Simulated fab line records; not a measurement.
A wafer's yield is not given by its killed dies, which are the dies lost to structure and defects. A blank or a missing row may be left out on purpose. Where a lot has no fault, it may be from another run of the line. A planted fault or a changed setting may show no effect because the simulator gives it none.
fab line records ; flow nand_harc
record: lots: 14; wafers: 42; last_day: 34
route steps=1302 shown P_GATE@211 A_BONDPAD@1225 THIN_TSV@1267 END@1302
lots that met no fault: from a run of the same line without faults
start_h: the number of hours between the record's first day and the start of the first shown wafer of the lot ; wait_h: hours elapsed since this lot's preceding step ; " repeats the value in the row above ; L1.1+2: several wafers, shown together as one row ; - no value present, or no start provided ; * or withheld: withheld ; < > ~ a bound
route shown NAME@n: NAME is a module with steps in the file, n the number in the route of the first one ; usual: mean/standard deviation taken from wafers without a fault ; same: alike in all rows ; chamber/n: place in a boat ; sites: per-site readings ; _std_site: the values' standard deviation ; _edge_site: inner sites' mean taken away from outer sites' mean ; radius_mm: for every site, how far away it sits from the centre of the wafer ; mask NAME#n: copy n ; behind: the most recent tool/chamber to have shaped the wafer ; hold: cause of the lot's hold/its duration in hours/its outcome ; device: which transistor (n, p or np) failed to switch ; end of line: the same wafers' tests at the end of the route ; step lacking rows: just its recipe ; killed: at the first sort, the dies lost to defects and structure; wafer yield is something else ; map: per-die view of a wafer (x killed, . not killed, _ where there is no die)
set.NAME: the setting the step ran with; set.NAME@STEP: the setting that earlier step ran with ; model.NAME: the simulator's own value behind a step, which no gauge read
steps of the route over a sample of lots; a table a step, a row a wafer
services: when a tool's chamber went out of use (start_h, in hours from the record's first day, below 0 if earlier), for how many hours, and the reason
== steps ==
step: NHARC_P_GATE_SPUTTER_78
recipe: target_thk_a: 100; material: Ni
lot.wafer;tool;chamber;start_h;wait_h
L155.3+6+5;pvd_sputter-01;-;123.79;-
L156.2+4+5;pvd_sputter-02;-;130.28;-
L157.4+3+1;pvd_sputter-01;-;131.71;-
L158.1+4+5;pvd_sputter-03;-;150.21;-
L159.4+2+3;pvd_sputter-03;-;156.03;-
L160.4+1+3;pvd_sputter-02;-;168.32;-
L161.3+2+4;pvd_sputter-01;-;175.48;-
L162.3+5+6;pvd_sputter-01;-;185.42;-
L170.1+3+6;pvd_sputter-02;-;263.57;-
L174.4+2+5;pvd_sputter-03;-;311.49;-
L175.3+2+5;pvd_sputter-03;-;317.32;-
L176.4+3+6;pvd_sputter-01;-;327.20;-
L177.4+1+3;pvd_sputter-02;-;335.79;-
L178.1+4+5;pvd_sputter-01;-;348.80;-
step: NHARC_A_BONDPAD_DEGAS_25
recipe: temp_c: 300; time_s: 60
usual: heater_power_w: 473/46
lot.wafer;tool;chamber;start_h;wait_h;heater_power_w
L155.3;pvd_sputter-01;-;527.80;-;434
L155.6;pvd_sputter-01;-;527.80;-;487
L155.5;pvd_sputter-01;-;527.80;-;453
L157.4;pvd_sputter-02;-;541.93;-;548
L157.1;pvd_sputter-02;-;541.93;-;450
L157.3;pvd_sputter-02;-;541.93;-;474
L156.2;pvd_sputter-03;-;543.48;-;532
L156.4;pvd_sputter-03;-;543.48;-;421
L156.5;pvd_sputter-03;-;543.48;-;447
L158.4;pvd_sputter-02;-;561.78;-;567
L158.1;pvd_sputter-02;-;561.78;-;459
L158.5;pvd_sputter-02;-;561.78;-;551
L159.3;pvd_sputter-01;-;578.63;-;429
L159.4;pvd_sputter-01;-;578.63;-;397
L159.2;pvd_sputter-01;-;578.63;-;477
L162.3;pvd_sputter-01;-;611.60;-;484
L162.6;pvd_sputter-01;-;611.60;-;409
L162.5;pvd_sputter-01;-;611.60;-;476
L170.1;pvd_sputter-02;-;674.22;-;571
L170.3;pvd_sputter-02;-;674.22;-;474
L170.6;pvd_sputter-02;-;674.22;-;566
L174.4;pvd_sputter-03;-;728.01;-;524
L174.2;pvd_sputter-03;-;728.01;-;496
L174.5;pvd_sputter-03;-;728.01;-;520
L175.3;pvd_sputter-01;-;729.40;-;447
L175.2;pvd_sputter-01;-;729.40;-;431
L175.5;pvd_sputter-01;-;729.40;-;392
L177.1;pvd_sputter-03;-;740.77;-;458
L177.4;pvd_sputter-03;-;740.77;-;502
L177.3;pvd_sputter-03;-;740.77;-;427
L176.4;pvd_sputter-01;-;741.11;-;477
L176.3;pvd_sputter-01;-;741.11;-;396
L176.6;pvd_sputter-01;-;741.11;-;479
L178.1;pvd_sputter-01;-;792.03;-;415
L178.4;pvd_sputter-01;-;792.03;-;394
L178.5;pvd_sputter-01;-;792.03;-;418
step: NHARC_THIN_TSV_DEP_47
recipe: target_thk_a: 2000; temp_c: withheld; pressure_torr: 6.5; rf_w: 900; teos_flow_sccm: 161.4; flow_sccm: 2650; target_thk_nm: 200; gas: O2; material: SiO2
usual: mfc_precursor_sccm: 161.5/0.48; rf_fwd_power_W: 898.3/2.8; throttle_valve_pct: 16.2/0.64
lot.wafer;tool;chamber;start_h;wait_h;mfc_precursor_sccm;rf_fwd_power_W;throttle_valve_pct
L155.3;pecvd-04;2;546.51;-;160.8;898.8;16.2
L155.6;pecvd-04;1;546.51;-;160.8;894.9;14.8
L155.5;pecvd-04;2;546.51;-;160.1;895.9;16.0
L157.3;pecvd-01;2;557.59;-;162.6;891.3;17.2
L157.1;pecvd-01;1;557.59;-;161.8;899.3;16.8
L157.4;pecvd-01;1;557.59;-;161.2;895.6;16.7
L156.2;pecvd-01;0;559.09;-;161.3;896.7;16.1
L156.4;pecvd-01;2;559.09;-;162.0;892.8;17.3
L156.5;pecvd-01;0;559.09;-;160.8;894.4;16.3
L158.1;pecvd-01;0;580.79;-;161.5;897.2;16.3
L158.4;pecvd-01;1;580.79;-;161.4;899.7;16.7
L158.5;pecvd-01;2;580.79;-;161.8;896.9;17.4
L159.3;pecvd-04;2;595.73;-;161.5;899.5;16.4
L159.2;pecvd-04;0;595.73;-;161.6;899.2;16.0
L159.4;pecvd-04;0;595.73;-;161.3;894.2;15.9
L162.3;pecvd-03;0;628.80;-;161.2;901.8;15.9
L162.6;pecvd-03;1;628.80;-;162.7;898.8;15.6
L162.5;pecvd-03;0;628.80;-;161.7;900.4;16.0
L170.1;pecvd-01;0;694.58;-;161.8;897.8;16.2
L170.3;pecvd-01;2;694.58;-;161.6;898.4;17.1
L170.6;pecvd-01;0;694.58;-;161.1;897.6;16.3
L175.2;pecvd-04;1;748.40;-;162.4;896.0;14.9
L175.3;pecvd-04;0;748.40;-;161.9;903.9;16.0
L175.5;pecvd-04;2;748.40;-;161.9;900.2;16.1
L174.2;pecvd-01;2;749.74;-;161.6;893.0;17.3
L174.4;pecvd-01;1;749.74;-;161.9;902.5;16.2
L174.5;pecvd-01;1;749.74;-;161.7;897.5;16.8
L177.1;pecvd-04;0;757.60;-;162.3;893.1;15.7
L177.3;pecvd-04;1;757.60;-;161.6;898.7;15.0
L177.4;pecvd-04;1;757.60;-;160.8;897.6;15.0
L176.3;pecvd-03;2;758.80;-;161.6;900.4;15.9
L176.6;pecvd-03;1;758.80;-;161.6;899.1;15.9
L176.4;pecvd-03;2;758.80;-;161.2;899.5;15.7
L178.1;pecvd-03;0;807.93;-;160.4;898.1;16.3
L178.4;pecvd-03;0;807.93;-;160.0;899.1;16.3
L178.5;pecvd-03;1;807.93;-;161.2;897.0;16.0
step: NHARC_THIN_TSV_ETCH_59
recipe: target_depth_a: 8800; icp_w: 900; bias_w: 100; Cl2_flow_sccm: 60; bcl3_flow_sccm: 30; time_s: 138.1; chemistry: Cl2/BCl3
usual: drypump_motor_current_A: 5.8/0.62; oes_product_au: 0.998/0.009; rf_fwd_power_W: 895.5/3; throttle_valve_pct: 22.265/0.0097
lot.wafer;tool;chamber;start_h;wait_h;drypump_motor_current_A;oes_product_au;rf_fwd_power_W;rf_hours_counter_h;throttle_valve_pct
L155.3;rie_metal-01;0;550.91;0.2;6.2;0.976;893.5;-;22.253
L155.6;rie_metal-01;1;550.91;0.2;4.8;0.996;897.2;-;22.251
L155.5;rie_metal-01;0;550.91;0.2;6.2;0.981;892.9;-;22.270
L157.1;rie_metal-01;0;562.00;0.1;6.3;0.990;895.7;2.7;22.268
L157.4;rie_metal-01;1;562.00;0.1;4.8;1.004;898.0;-;22.261
L157.3;rie_metal-01;0;562.00;0.1;6.2;0.986;893.0;-;22.271
L156.2;rie_metal-03;1;563.27;0.1;6.3;0.992;903.0;0.3;22.254
L156.4;rie_metal-03;0;563.27;0.1;6.4;1.010;893.6;-;22.268
L156.5;rie_metal-03;0;563.27;0.1;6.5;1.001;890.7;-;22.246
L158.1;rie_metal-01;1;585.12;0.1;4.8;1.002;898.2;0.0;22.292
L158.4;rie_metal-01;0;585.12;0.1;6.2;0.992;897.8;-;22.273
L158.5;rie_metal-01;1;585.12;0.1;4.8;1.013;896.6;-;22.263
L159.2;rie_metal-02;0;599.96;0.1;5.6;1.005;895.8;2.6;22.256
L159.4;rie_metal-02;1;599.96;0.1;5.5;0.988;900.0;-;22.276
L159.3;rie_metal-02;0;599.96;0.1;5.6;0.997;899.3;-;22.276
L162.3;rie_metal-01;0;633.14;0.1;6.2;0.994;892.4;-;22.264
L162.5;rie_metal-01;0;633.14;0.1;6.2;0.990;891.2;-;22.263
L162.6;rie_metal-01;1;633.14;0.1;4.8;1.011;897.4;-;22.281
L170.1;rie_metal-02;0;698.81;0.1;5.7;0.981;898.3;1.0;22.270
L170.3;rie_metal-02;0;698.81;0.1;5.7;0.988;896.9;-;22.250
L170.6;rie_metal-02;1;698.81;0.1;5.5;0.983;897.7;-;22.255
L175.2;rie_metal-03;1;752.96;0.1;6.3;0.988;896.8;0.8;22.258
L175.3;rie_metal-03;0;752.96;0.1;6.4;1.005;893.8;-;22.264
L175.5;rie_metal-03;0;752.96;0.1;6.4;0.997;893.4;-;22.266
L174.2;rie_metal-02;0;754.23;0.1;5.7;0.999;896.7;2.2;22.280
L174.4;rie_metal-02;0;754.23;0.1;5.6;1.000;897.0;-;22.269
L174.5;rie_metal-02;1;754.23;0.1;5.5;0.989;898.9;-;22.265
L177.1;rie_metal-01;0;762.13;0.1;6.2;1.005;896.4;0.0;22.255
L177.3;rie_metal-01;0;762.13;0.1;6.2;1.001;896.0;-;22.271
L177.4;rie_metal-01;1;762.13;0.1;4.8;1.006;894.8;-;22.262
L176.3;rie_metal-03;0;763.25;0.3;6.5;1.000;897.3;-;22.253
L176.4;rie_metal-03;0;763.25;0.3;6.5;0.999;897.6;-;22.272
L176.6;rie_metal-03;0;763.25;0.3;6.5;0.997;897.1;-;22.265
L178.1;rie_metal-03;0;812.29;0.1;6.5;0.998;895.4;2.0;22.275
L178.4;rie_metal-03;0;812.29;0.1;6.5;0.994;898.5;-;22.256
L178.5;rie_metal-03;0;812.29;0.1;6.5;0.991;896.1;-;22.285
step: NHARC_END_SORT_01
recipe: temp_c: 25
usual: killed_at_array: 56/17; killed_at_other: 1.2/1.4; killed_at_periphery: 4/3.2; killed_dies: 61/16; killed_open: 3.6/2.1; killed_short: 2.7/1.8
same: gross_dies: 677
lot.wafer;tool;chamber;start_h;wait_h;killed_at_array;killed_at_other;killed_at_periphery;killed_dies;killed_open;killed_short
L161.2;prober-01;0;604.06;2.8;71;2;573;646;2;5
L161.3;prober-01;0;604.87;3.1;71;0;572;643;1;2
L161.4;prober-01;0;605.67;3.4;57;2;601;660;2;3
L160.1;prober-02;0;609.42;2.5;34;1;619;654;4;8
L160.3;prober-02;0;611.02;3.1;22;3;621;646;2;3
L160.4;prober-02;0;611.82;3.4;23;1;621;645;4;4
L170.1;prober-01;0;714.32;2.5;46;2;3;51;1;3
killed by level:class
L161.2 P_GATE:area_sputter=567 A_CHANNEL_HOLE_D2:chamber_film_flake=36 A_SLIT:chamber_film_flake=30 P_CONTACT:geometric_particle:short=3 A_CHANNEL_HOLE_D1:chamber_film_flake=2 THIN_TSV:chamber_film_flake=2 P_CONTACT:geometric_particle:open=1 P_M0:geometric_particle:short=1
L161.3 P_GATE:area_sputter=569 A_CHANNEL_HOLE_D2:chamber_film_flake=36 A_SLIT:chamber_film_flake=26 A_CHANNEL_HOLE_D1:chamber_film_flake=2 A_CONTACT:chamber_film_flake=2 P_CONTACT:geometric_particle:open=1 P_CONTACT:geometric_particle:short=1 A_ONON_D1:geometric_particle:short=1
L161.4 P_GATE:area_sputter=598 A_SLIT:chamber_film_flake=23 A_CHANNEL_HOLE_D2:chamber_film_flake=20 A_CHANNEL_HOLE_D1:chamber_film_flake=3 A_CONTACT:chamber_film_flake=3 P_CONTACT:geometric_particle:short=2 A_CHANNEL_FILL_D1:chamber_film_flake=2 A_STAIRCASE:chamber_film_flake=2
L160.1 P_GATE:area_sputter=605 A_CHANNEL_HOLE_D2:chamber_film_flake=11 P_STI:chamber_film_flake=5 P_BONDPAD:chamber_film_flake=5 A_CHANNEL_HOLE_D1:chamber_film_flake=5 A_DECK1_JOINT:chamber_film_flake=4 A_ONON_D2:geometric_particle:short=3 A_ONON_D1:geometric_particle:short=2
L160.3 P_GATE:area_sputter=617 A_CHANNEL_HOLE_D2:chamber_film_flake=16 THIN_TSV:chamber_film_flake=3 P_BONDPAD:chamber_film_flake=2 A_CHANNEL_HOLE_D1:chamber_film_flake=2 P_CONTACT:geometric_particle:open=1 A_ONON_D1:geometric_particle:open=1 A_CHANNEL_HOLE_D2:geometric_particle:short=1
L160.4 P_GATE:area_sputter=611 A_CHANNEL_HOLE_D1:chamber_film_flake=6 A_CHANNEL_HOLE_D2:chamber_film_flake=5 P_STI:chamber_film_flake=3 P_ZERO_WELL:chamber_film_flake=3 P_BONDPAD:chamber_film_flake=3 P_CONTACT:geometric_particle:short=1 A_ONON_D1:geometric_particle:open=1
L170.1 A_SLIT:chamber_film_flake=27 A_CHANNEL_HOLE_D1:chamber_film_flake=8 A_CONTACT:chamber_film_flake=4 P_GATE:chamber_film_flake=2 A_SGD_CUT:chamber_film_flake=2 P_M0:geometric_particle:short=1 A_DECK1_JOINT:geometric_particle:short=1 A_CHANNEL_FILL_D2:geometric_particle:open=1
== services ==
tool;chamber;start_h;hours;kind
pvd_sputter-02;-;104.05;10.0;pm
pvd_sputter-03;-;170.00;10.0;pm
pvd_sputter-01;-;196.05;4.3;repair
pvd_sputter-01;-;226.00;10.0;pm
pvd_sputter-01;-;250.83;0.5;repair
pvd_sputter-02;-;268.20;1.1;repair
pvd_sputter-02;-;282.05;10.0;pm
pvd_sputter-03;-;348.00;10.0;pm
pvd_sputter-02;-;386.53;4.6;repair
pvd_sputter-01;-;404.00;10.0;pm
pvd_sputter-03;-;425.65;0.5;repair
pvd_sputter-02;-;460.05;10.0;pm
pvd_sputter-02;-;474.77;2.0;repair
pvd_sputter-01;-;504.72;1.1;repair
pvd_sputter-03;-;526.00;10.0;pm
pvd_sputter-01;-;563.59;2.2;repair
pvd_sputter-01;-;571.11;7.1;repair
pvd_sputter-02;-;581.01;4.6;repair
pvd_sputter-01;-;596.88;1.0;repair
pvd_sputter-02;-;638.05;10.0;pm
pvd_sputter-03;-;649.28;11.3;repair
pvd_sputter-03;-;698.80;2.1;repair
pvd_sputter-01;-;709.21;2.4;repair
pvd_sputter-01;-;736.16;2.0;repair
== key ==
first_sign: step: NHARC_END_SORT_01; reading: killed_at_periphery; direction: up; sigmas: 99+; usual: 4; struck: 601
effect: step: NHARC_END_SORT_01; reading: killed_dies; direction: up; sigmas: 36; usual: 61; struck: 649
more_kills_born_at: NHARC_P_GATE_SPUTTER_78@pvd_sputter-02: 1833; NHARC_P_GATE_SPUTTER_78@pvd_sputter-01: 1734
met_at NHARC_P_GATE_SPUTTER_78
struck_lots L160,L161
later_rows_left_out L160.1,L160.3,L160.4,L161.2,L161.3,L161.4
tester_left_out L160,L161
not_acting_at NHARC_A_BONDPAD_DEGAS_25,NHARC_THIN_TSV_DEP_47,NHARC_THIN_TSV_ETCH_59
onset_between 131.71 168.32
fault: kind: skipped_step_whole; tool: pvd_sputter-01,pvd_sputter-02; chamber: -; onset_h: 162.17; steps: NHARC_P_GATE_SPUTTER_78; scope: struck_lots_only
tester_left_out: of these lots the tester's yield and bins aren't shown, on N5 and GAA mostly nor the transistor test; their killed dies are dies lost to structure and defects alone, not to doping, threshold or leakage, so they don't give the yield
later_rows_left_out: the simulator's readings of these wafers behind a module that went badly wrong aren't trusted and aren't shown, but for the sort
